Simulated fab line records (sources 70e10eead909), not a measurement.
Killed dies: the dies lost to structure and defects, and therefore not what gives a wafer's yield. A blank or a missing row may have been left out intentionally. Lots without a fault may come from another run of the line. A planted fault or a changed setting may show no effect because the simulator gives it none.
Which tool was responsible? ; flow nand harc ; 24 lots with 72 wafers sampled at 6 steps, on a route of 1302 steps

## WHAT THE GAUGES SHOWED, per wafer
Not one reading of a measure or inspect step in the record can be checked against a usual standard deviation.

## WHAT TOOL EACH LOT RAN ON (gives the tool, then ch and the chambers of the sampled wafers, and finally the start)
lot;NHARC_A_STAIRCASE_TRIM_12;NHARC_A_STAIRCASE_ETCH_23;NHARC_A_STAIRCASE_ETCH_27;NHARC_A_STAIRCASE_ETCH_188;NHARC_A_STAIRCASE_ETCH_190;NHARC_A_STAIRCASE_ETCH_203
L074;rie diel-11 ch 0,3, day 15 16:39;rie diel-13 ch 0,1,3, no start;rie diel-13 ch 0,1,2, no start;rie diel-11 ch 2,3, no start;rie diel-11 ch 0,1,2, no start;rie diel-11 ch 0,1,3, no start
L075;rie diel-11 ch 0,1,2, day 16 05:17;rie diel-11 ch 0,3, no start;rie diel-11 ch 0,1,3, no start;rie diel-13 ch 0,1,3, no start;rie diel-13 ch 0,1, no start;rie diel-13 ch 0,1,3, no start
L076;rie diel-13 ch 0,2,3, day 16 23:16;rie diel-13 ch 0,1,3, no start;rie diel-13 ch 1,2,3, no start;rie diel-11 ch 0,1,3, no start;rie diel-11 ch 0,1,3, no start;rie diel-13 ch 1,2,3, no start
L077;rie diel-11 ch 0,2,3, day 16 23:32;rie diel-11 ch 0,2,3, no start;rie diel-11 ch 0,3, no start;rie diel-04 ch 2,3, no start;rie diel-04 ch 0,1,2, no start;rie diel-11 ch 2,3, no start
L078;rie diel-11 ch 0,1,3, day 17 10:56;rie diel-13 ch 0,1, no start;rie diel-13 ch 0,1,3, no start;rie diel-11 ch 0,1,2, no start;rie diel-11 ch 0,3, no start;rie diel-04 ch 0,1, no start
L079;rie diel-11 ch 2,3, day 18 11:29;rie diel-04 ch 0,2, no start;rie diel-04 ch 0,1,2, no start;rie diel-13 ch 0,3, no start;rie diel-13 ch 0,3, no start;rie diel-13 ch 0,2,3, no start
L080;rie diel-11 ch 1,2, day 18 11:41;rie diel-11 ch 0,2,3, no start;rie diel-11 ch 0,3, no start;rie diel-04 ch 2,3, no start;rie diel-04 ch 0,3, no start;rie diel-04 ch 0,1,2, no start
L081;rie diel-13 ch 2,3, day 18 19:37;rie diel-04 ch 2,3, no start;rie diel-04 ch 0,1,3, no start;rie diel-11 ch 0,3, no start;rie diel-11 ch 1,2,3, no start;rie diel-04 ch 1,2,3, no start
L082;rie diel-04 ch 1,2,3, day 19 03:32;rie diel-04 ch 0,1,2, no start;rie diel-04 ch 0,2,3, no start;rie diel-04 ch 1,2, no start;rie diel-04 ch 2,3, no start;rie diel-04 ch 2,3, no start
L083;rie diel-13 ch 0,3, day 19 15:43;rie diel-13 ch 2,3, no start;rie diel-13 ch 0,2,3, no start;rie diel-11 ch 0,1,3, no start;rie diel-11 ch 0,1, no start;rie diel-11 ch 0,3, no start
L084;rie diel-13 ch 0,2,3, day 20 02:05;rie diel-11 ch 0,1, no start;rie diel-11 ch 1,2,3, no start;rie diel-13 ch 0,2,3, no start;rie diel-13 ch 0,1,3, no start;rie diel-13 ch 1,2, no start
L085;rie diel-13 ch 1,2,3, day 20 02:26;rie diel-04 ch 0,3, no start;rie diel-04 ch 1,2, no start;rie diel-13 ch 0,1,3, no start;rie diel-13 ch 0,3, no start;rie diel-13 ch 0,2,3, no start
L087;rie diel-04 ch 1,2, day 20 16:33;rie diel-11 ch 2,3, no start;rie diel-11 ch 0,1,2, no start;rie diel-11 ch 0,1,3, no start;rie diel-11 ch 1,2,3, no start;rie diel-11 ch 0,1,2, no start
L086;rie diel-04 ch 0,1,2, day 20 16:58;rie diel-13 ch 1,2,3, no start;rie diel-13 ch 1,3, no start;rie diel-13 ch 1,2,3, no start;rie diel-13 ch 0,2, no start;rie diel-13 ch 1,3, no start
L088;rie diel-04 ch 0,2,3, day 21 16:04;rie diel-13 ch 0,3, no start;rie diel-13 ch 1,2,3, no start;rie diel-11 ch 1,2,3, no start;rie diel-11 ch 2,3, no start;rie diel-13 ch 0,1,3, no start
L089;rie diel-13 ch 1,2,3, day 22 08:44;rie diel-13 ch 2,3, no start;rie diel-13 ch 0,3, no start;rie diel-11 ch 0,2, no start;rie diel-11 ch 0,1,3, no start;rie diel-11 ch 1,2,3, no start
L090;rie diel-13 ch 1,3, day 22 08:54;rie diel-04 ch 0,1,2, no start;rie diel-04 ch 0,2, no start;rie diel-13 ch 0,2,3, no start;rie diel-13 ch 1,2,3, no start;rie diel-13 ch 0,3, no start
L091;rie diel-13 ch 0,2,3, day 23 08:05;rie diel-11 ch 0,2,3, no start;rie diel-11 ch 0,3, no start;rie diel-11 ch 0,2,3, no start;rie diel-11 ch 1,2, no start;rie diel-04 ch 0,3, no start
L092;rie diel-11 ch 0,1,2, day 23 08:16;rie diel-11 ch 0,2,3, no start;rie diel-11 ch 0,2,3, no start;rie diel-11 ch 0,1,3, no start;rie diel-11 ch 0,2, no start;rie diel-11 ch 0,1,2, no start
L093;rie diel-13 ch 1,2,3, day 23 22:28;rie diel-13 ch 0,1,3, no start;rie diel-13 ch 1,2,3, no start;rie diel-11 ch 0,1,3, no start;rie diel-11 ch 0,1,2, no start;rie diel-13 ch 1,2,3, no start
L094;rie diel-04 ch 0,1, day 25 03:28;rie diel-04 ch 0,1, no start;rie diel-04 ch 0,1, no start;rie diel-04 ch 0,1, no start;rie diel-04 ch 0,1, no start;rie diel-13 ch 0,1,3, no start
L095;rie diel-11 ch 1,2, day 25 03:35;rie diel-11 ch 1,2, no start;rie diel-11 ch 1,2, no start;rie diel-13 ch 0,2, no start;rie diel-13 ch 2,3, no start;rie diel-11 ch 0,2, no start
L096;rie diel-04 ch 0,1, day 25 10:14;rie diel-11 ch 0,1,3, no start;rie diel-11 ch 1,2,3, no start;rie diel-11 ch 0,2,3, no start;rie diel-11 ch 0,1,2, no start;rie diel-04 ch 0,1,2, no start
L097;rie diel-04 ch 2,3, day 25 21:40;rie diel-04 ch 0,1, no start;rie diel-04 ch 0,1,2, no start;rie diel-11 ch 1,2, no start;rie diel-11 ch 2,3, no start;rie diel-04 ch 0,3, no start
- NHARC_A_STAIRCASE_TRIM_12: chemistry O2, time 211.2 s.
- NHARC_A_STAIRCASE_ETCH_23: etches the open film in C4F8/O2, target depth 100 nm, time 40.5 s.
- NHARC_A_STAIRCASE_ETCH_27: etches the open film in C4F8/O2, target depth 100 nm, time 40.5 s.
- NHARC_A_STAIRCASE_ETCH_188: etches the open film in C4F8/O2, target depth 100 nm, time 40.5 s.
- NHARC_A_STAIRCASE_ETCH_190: etches the open film in C4F8/O2, target depth 100 nm, time 40.5 s.
- NHARC_A_STAIRCASE_ETCH_203: etches the open film in C4F8/O2, target depth 100 nm, time 40.5 s.

## WHAT THE TOOLS THEMSELVES READ (means of the sampled wafers that have a number; where no wafer has one, the mark that the record gives instead)
NHARC_A_STAIRCASE_TRIM_12. Usual: drypump motor current A 5.7 A, standard deviation 0.45; oes product au 1.000 a.u., standard deviation 0.0092; rf vpp V 57.8 V, standard deviation 0.9; showerhead plenum p Torr 3.54 Torr, standard deviation 0.18; throttle valve pct 17.036 %, standard deviation 0.0083.
lot;tool;drypump motor current A (A);oes product au (a.u.);rf vpp V (V);showerhead plenum p Torr (Torr);throttle valve pct (%);flag
L074;rie diel-11;5.4;1.004;58.6;3.60;17.031;
L075;rie diel-11;5.7;1.008;58.6;3.48;17.028;
L076;rie diel-13;6.0;1.013;57.2;3.49;17.042;
L077;rie diel-11;5.6;0.994;57.6;3.59;17.041;
L078;rie diel-11;5.5;1.004;57.2;3.48;17.040;
L079;rie diel-11;5.6;1.000;58.4;3.73;17.030;
L080;rie diel-11;5.7;0.994;57.2;3.51;17.038;
L081;rie diel-13;6.1;1.013;57.2;3.40;17.034;
L082;rie diel-04;5.2;0.995;57.8;3.42;17.042;
L083;rie diel-13;6.3;1.010;57.8;3.36;17.030;
L084;rie diel-13;6.0;0.998;56.8;3.47;17.026;
L085;rie diel-13;5.7;1.003;57.6;3.55;17.043;
L087;rie diel-04;5.1;1.007;57.7;3.51;17.038;
L086;rie diel-04;5.5;1.000;57.5;3.49;17.037;
L088;rie diel-04;5.6;0.992;57.8;3.38;17.036;
L089;rie diel-13;5.7;0.994;57.7;3.54;17.035;
L090;rie diel-13;5.5;0.996;58.0;3.59;17.037;
L091;rie diel-13;6.0;1.005;58.0;3.64;17.040;
L092;rie diel-11;5.7;0.998;58.7;3.62;17.037;
L093;rie diel-13;5.7;0.995;58.5;3.72;17.035;
L094;rie diel-04;5.4;1.004;57.8;3.59;17.024;
L095;rie diel-11;5.7;0.989;57.7;3.48;17.046;
L096;rie diel-04;5.9;0.996;57.5;3.56;17.038;
L097;rie diel-04;5.3;0.993;58.2;3.64;17.036;

NHARC_A_STAIRCASE_ETCH_23. Usual: bias w 1000.1 W, standard deviation 2.9; oes product au 0.946 a.u., standard deviation 0.012; rf vpp V 897 V, standard deviation 6.5.
lot;tool;bias w (W);oes product au (a.u.);rf vpp V (V);flag
L074;rie diel-13;997.0;0.955;896;
L075;rie diel-11;1000.1;0.957;892;
L076;rie diel-13;1003.7;0.955;896;
L077;rie diel-11;997.2;0.952;898;
L078;rie diel-13;1001.9;0.952;902;
L079;rie diel-04;1001.1;0.945;894;
L080;rie diel-11;1001.2;0.937;899;
L081;rie diel-04;999.1;0.924;887;
L082;rie diel-04;1001.6;0.945;894;
L083;rie diel-13;1001.9;0.952;892;
L084;rie diel-11;1000.0;0.956;900;
L085;rie diel-04;1001.5;0.941;892;
L087;rie diel-11;997.6;0.949;902;
L086;rie diel-13;1002.3;0.959;897;
L088;rie diel-13;998.0;0.960;893;
L089;rie diel-13;1003.0;0.946;892;
L090;rie diel-04;998.5;0.936;894;
L091;rie diel-11;1001.4;0.938;903;
L092;rie diel-11;1000.0;0.931;904;
L093;rie diel-13;1001.0;0.948;900;
L094;rie diel-04;1000.5;0.944;898;
L095;rie diel-11;999.1;0.950;899;
L096;rie diel-11;997.3;0.941;900;
L097;rie diel-04;997.4;0.935;897;

NHARC_A_STAIRCASE_ETCH_27. Usual: bias w 1000 W, standard deviation 3.1; oes product au 0.944 a.u., standard deviation 0.01; rf vpp V 897 V, standard deviation 6.7.
lot;tool;bias w (W);oes product au (a.u.);rf vpp V (V);flag
L074;rie diel-13;1002;0.957;900;
L075;rie diel-11;1002;0.944;894;
L076;rie diel-13;999;0.957;897;
L077;rie diel-11;999;0.950;892;
L078;rie diel-13;1002;0.945;895;
L079;rie diel-04;1000;0.943;895;
L080;rie diel-11;996;0.943;893;
L081;rie diel-04;1002;0.937;895;
L082;rie diel-04;997;0.933;890;
L083;rie diel-13;999;0.950;894;
L084;rie diel-11;1000;0.941;899;
L085;rie diel-04;1000;0.959;895;
L087;rie diel-11;997;0.944;899;
L086;rie diel-13;998;0.940;898;
L088;rie diel-13;997;0.945;897;
L089;rie diel-13;1001;0.948;892;
L090;rie diel-04;1001;0.944;890;
L091;rie diel-11;997;0.934;904;
L092;rie diel-11;998;0.932;904;
L093;rie diel-13;1000;0.949;903;
L094;rie diel-04;1000;0.942;898;
L095;rie diel-11;999;0.948;894;
L096;rie diel-11;1000;0.928;898;
L097;rie diel-04;1001;0.942;901;

NHARC_A_STAIRCASE_ETCH_188. Usual: bias w 999.6 W, standard deviation 2.9; oes product au 0.938 a.u., standard deviation 0.014; rf vpp V 898 V, standard deviation 6.4.
lot;tool;bias w (W);oes product au (a.u.);rf vpp V (V);flag
L074;rie diel-11;999.3;0.926;903;
L075;rie diel-13;1004.7;0.959;895;
L076;rie diel-11;997.0;0.948;894;
L077;rie diel-04;1002.6;0.941;888;
L078;rie diel-11;1000.7;0.944;893;
L079;rie diel-13;995.4;0.949;890;
L080;rie diel-04;998.4;0.946;888;
L081;rie diel-11;997.8;0.958;898;
L082;rie diel-04;1000.5;0.918;891;
L083;rie diel-11;998.4;0.950;900;
L084;rie diel-13;997.3;0.956;894;
L085;rie diel-13;998.2;0.927;896;
L087;rie diel-11;997.9;0.938;900;
L086;rie diel-13;999.0;0.923;897;
L088;rie diel-11;1003.1;0.942;899;
L089;rie diel-11;998.6;0.926;904;
L090;rie diel-13;999.2;0.953;894;
L091;rie diel-11;1000.9;0.918;904;
L092;rie diel-11;1002.0;0.915;899;
L093;rie diel-11;1000.0;0.942;900;
L094;rie diel-04;998.2;0.932;898;
L095;rie diel-13;996.5;0.931;896;
L096;rie diel-11;1001.0;0.939;902;
L097;rie diel-11;998.7;0.950;899;

NHARC_A_STAIRCASE_ETCH_190. Usual: bias w 999.9 W, standard deviation 3; oes product au 0.942 a.u., standard deviation 0.011; rf vpp V 897 V, standard deviation 6.5.
lot;tool;bias w (W);oes product au (a.u.);rf vpp V (V);flag
L074;rie diel-11;998.9;0.938;894;
L075;rie diel-13;1001.5;0.953;899;
L076;rie diel-11;999.4;0.945;894;
L077;rie diel-04;1001.4;0.937;895;
L078;rie diel-11;999.1;0.950;899;
L079;rie diel-13;996.9;0.954;893;
L080;rie diel-04;1000.4;0.940;892;
L081;rie diel-11;1002.6;0.944;899;
L082;rie diel-04;1001.3;0.931;888;
L083;rie diel-11;999.9;0.949;901;
L084;rie diel-13;998.3;0.945;895;
L085;rie diel-13;1001.8;0.949;890;
L087;rie diel-11;1000.2;0.936;899;
L086;rie diel-13;1003.6;0.936;898;
L088;rie diel-11;998.8;0.939;903;
L089;rie diel-11;998.4;0.929;900;
L090;rie diel-13;999.9;0.953;897;
L091;rie diel-11;998.9;0.924;894;
L092;rie diel-11;998.4;0.935;903;
L093;rie diel-11;1000.2;0.946;899;
L094;rie diel-04;999.4;0.940;897;
L095;rie diel-13;999.7;0.943;903;
L096;rie diel-11;1002.0;0.945;899;
L097;rie diel-11;995.9;0.939;903;

NHARC_A_STAIRCASE_ETCH_203. Usual: bias w 1000.5 W, standard deviation 2.8; oes product au 0.940 a.u., standard deviation 0.01; rf vpp V 897 V, standard deviation 6.4.
lot;tool;bias w (W);oes product au (a.u.);rf vpp V (V);flag
L074;rie diel-11;999.6;0.946;894;
L075;rie diel-13;1001.1;0.945;896;
L076;rie diel-13;998.8;0.951;897;
L077;rie diel-11;999.6;0.936;902;
L078;rie diel-04;1000.5;0.940;898;
L079;rie diel-13;998.5;0.931;894;
L080;rie diel-04;1004.3;0.938;895;
L081;rie diel-04;1002.8;0.936;892;
L082;rie diel-04;1000.4;0.943;887;
L083;rie diel-11;1002.1;0.939;904;
L084;rie diel-13;1003.6;0.939;901;
L085;rie diel-13;999.7;0.947;894;
L087;rie diel-11;1002.0;0.945;899;
L086;rie diel-13;1002.6;0.940;898;
L088;rie diel-13;999.2;0.941;896;
L089;rie diel-11;998.7;0.941;899;
L090;rie diel-13;1001.8;0.935;892;
L091;rie diel-04;998.2;0.946;894;
L092;rie diel-11;996.5;0.934;899;
L093;rie diel-13;1000.8;0.935;903;
L094;rie diel-13;999.4;0.943;902;
L095;rie diel-11;997.3;0.934;904;
L096;rie diel-04;997.0;0.943;900;
L097;rie diel-04;1003.3;0.933;893;

## THE ANSWER, worked out from the rows above alone
Rule: a lot is off if the mean of its wafers that have a number lies more than 3 standard deviations from the usual mean. A lot without any number at a reading at which 4 lots or more have one is off too. Any other lot the step has rows for is counted as sound. The gauges are gone through in route order, then the tools' own readings, and for those a lot's mean is taken as printed above. At the first step where some lot is off, the reading lying furthest off is the one used; lots without a number count as furthest.
Across all readings shown, no lot is off: no conclusion can be drawn from this.

## WHAT HAD BEEN PUT IN BY THE SIMULATOR
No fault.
